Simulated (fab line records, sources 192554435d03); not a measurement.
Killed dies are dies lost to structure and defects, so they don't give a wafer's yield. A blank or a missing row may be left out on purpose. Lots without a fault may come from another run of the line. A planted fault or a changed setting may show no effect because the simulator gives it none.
Split-lot experiment | flow n5_finfet | 7 lots, 21 wafers read, on a route of 1938 steps

THE SPLIT
At N5_FIN_CUT_COAT_19 (time 60 s, resist thk 20 nm), the setting spin_rpm was moved away from the recipe's 1500 rpm on 7 of the 21 wafers read, by -6.9% to +10.8%. The other wafers ran this setting at the recipe's value.

FROM THE SPLIT TO THE READING: what the file shows between them, 4 steps
- N5_FIN_CUT_COAT_29: time 60 s, resist thk 10 nm
- N5_FIN_CUT_COAT_02: resist thk 30 nm
- N5_FIN_CUT_DESCUM_13: chemistry O2, time 7 s
- N5_FIN_CUT_ETCH_30: etches underlayer in N2/H2, target depth 13 nm, time 10.4 s

THE READING
etch.depth_nm (the simulator's own value, which no gauge read), in nm, at N5_FIN_CUT_ETCH_20 (etches SiARC in CF4, target depth 26 nm, time 43.3 s). The file gives no usual value for it. The 14 wafers here that ran the recipe average 20.03 nm, standard deviation 0.042 nm.

wafer  | tool, chamber at the split | spin_rpm as run, rpm | against the recipe | etch.depth_nm, nm | against lot-mates on the recipe
L074.1 | litho_track-01, 0          | 1500                 | recipe             | 20                | -
L074.3 | litho_track-01, 0          | 1500                 | recipe             | 19.98             | -
L074.4 | litho_track-01, 0          | 1500                 | recipe             | 20.02             | -
L076.1 | litho_track-04, 0          | 1500                 | recipe             | 20.01             | -
L076.2 | litho_track-04, 0          | 1500                 | recipe             | 20                | -
L076.5 | litho_track-04, 0          | 1500                 | recipe             | 20.02             | -
L077.1 | litho_track-01, 0          | 1500                 | recipe             | 20                | -
L077.4 | litho_track-01, 0          | 1397                 | -6.9%              | 20.72             | +0.73
L077.5 | litho_track-01, 0          | 1500                 | recipe             | 19.97             | -
L079.2 | litho_track-04, 0          | 1624                 | +8.3%              | 19.22             | -0.80
L079.3 | litho_track-04, 0          | 1624                 | +8.3%              | 19.27             | -0.75
L079.6 | litho_track-04, 0          | 1500                 | recipe             | 20.02             | -
L084.1 | litho_track-01, 0          | 1500                 | recipe             | 20.1              | -
L084.3 | litho_track-01, 0          | 1500                 | recipe             | 20.06             | -
L084.4 | litho_track-01, 0          | 1500                 | recipe             | 20.08             | -
L090.1 | litho_track-04, 0          | 1587                 | +5.8%              | 19.58             | -0.52
L090.2 | litho_track-04, 0          | 1587                 | +5.8%              | 19.58             | -0.52
L090.6 | litho_track-04, 0          | 1500                 | recipe             | 20.1              | -
L091.1 | litho_track-02, 0          | 1662                 | +10.8%             | 19.08             | -1.00
L091.3 | litho_track-02, 0          | 1500                 | recipe             | 20.08             | -
L091.6 | litho_track-02, 0          | 1662                 | +10.8%             | 19.09             | -0.99

THE FIT
A straight line over all 21 wafers: etch.depth_nm changes by -0.0904 nm for each +1% of spin_rpm; r = -0.99; the points scatter about the line by 0.049 nm.
The same after taking each lot's own level away (the mean of its wafers on the recipe; 21 wafers): -0.0946 nm for each +1%; r = -1.00; scatter 0.025 nm.
On that fit, the largest move of spin_rpm shifts the reading by 1 nm.
The lots' own levels span 19.985 to 20.100 nm, that is 2.7 times the standard deviation above.
So the lot-to-lot level changes the slope little: the two slopes agree.
Check: with one of the wafers moved furthest among these (+10.8%) left out of the fit, the line predicts -1.02 nm for it against its lot-mates. It came out at -1 nm against them.

OTHER SPLITS ON THESE WAFERS
These wafers also went through other splits before the reading. Each is held against what the fit with the lots' levels taken away leaves over:
other split on the same wafers          | wafers away from the commonest value | r with etch.depth_nm (lot level and that fit taken away)
N5_ZERO_LAYER_PECVD_02 time_s           | 6                                    | +0.22
N5_ZERO_LAYER_COAT_05 spin_rpm          | 8                                    | -0.01
N5_ZERO_LAYER_DEVELOP_10 develop_time_s | 8                                    | -0.25
N5_WELL_APT_COAT_02 spin_rpm            | 10                                   | -0.25
N5_FIN_SAQP_SPACER1_ALD_24 ald_cycles   | 8                                    | +0.10

THE WHOLE CHAIN: every reading that the file lists as answering this split, in the file's order
step               | what it does                                         | reading                                                                          | change (the file's fit)                | r (the file's)
N5_FIN_CUT_COAT_19 | time 60 s, resist thk 20 nm                          | SiARC_of_FIN_CUT_COAT_19.thk_nm (the simulator's own value, which no gauge read) | -0.0993 nm for each +1% of the setting | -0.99
N5_FIN_CUT_ETCH_20 | etches SiARC in CF4, target depth 26 nm, time 43.3 s | etch.depth_nm (the simulator's own value, which no gauge read)                   | -0.095 nm for each +1% of the setting  | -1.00

THE FILE'S OWN FIT
etch.depth_nm changes by -0.095 nm for each +1% of spin_rpm, r = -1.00.
